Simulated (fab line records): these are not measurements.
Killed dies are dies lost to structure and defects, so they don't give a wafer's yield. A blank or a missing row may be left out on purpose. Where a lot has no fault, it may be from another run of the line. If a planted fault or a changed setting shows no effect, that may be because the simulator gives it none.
Chamber matching	flow nand_harc	rie_diel-01 running NHARC_A_STAIRCASE_TRIM_220: 4 sister chambers
The step chemistry O2, time 211.2 s. 8 wafers are shown with their chamber, then 8 later ones without.

== WAFERS WITH THEIR CHAMBER ==
wafer	chamber	drypump_motor_current_A (A)	showerhead_plenum_p_Torr (Torr)
L074.1	1	5.7	3.65
L077.6	1	5.7	3.64
L085.5	2	5.9	3.46
L085.6	3	6.4	3.32
L087.1	0	5.9	3.55
L087.5	0	5.9	3.55
L087.6	3	6.3	3.32
L090.2	2	5.9	3.45

== WAFERS WHOSE CHAMBER IS MISSING ==
wafer	drypump_motor_current_A (A)	showerhead_plenum_p_Torr (Torr)
L090.3	5.7	3.62
L090.4	5.9	3.55
L091.2	5.9	3.45
L091.5	6.3	3.31
L091.6	5.9	3.55
L093.2	5.7	3.61
L093.4	5.7	3.61
L093.5	6.4	3.31

== WHICH CHAMBER EACH WENT THROUGH ==
wafer	from the rows above	in truth
L090.3	1	1
L090.4	0	0
L091.2	2	2
L091.5	3	3
L091.6	0	0
L093.2	1	1
L093.4	1	1
L093.5	3	3
8 of 8 placed correctly. From these rows, 0 cannot be placed. Wrongly placed: 0.
How it was worked out, from the rows above alone: a wafer's distance from a chamber is the root of the sum, over the readings, of the square of ((its reading less the chamber's mean) divided by the reading's scatter). The wafer belongs to the nearest chamber; if the next one is less than 2 further off, it can't be placed. The mean given for a chamber averages the wafers shown for that chamber. How the scatter is found: for the shown wafers, subtract from each reading the mean of its chamber, square and add these, divide the total by (wafers less chambers), then take the root.
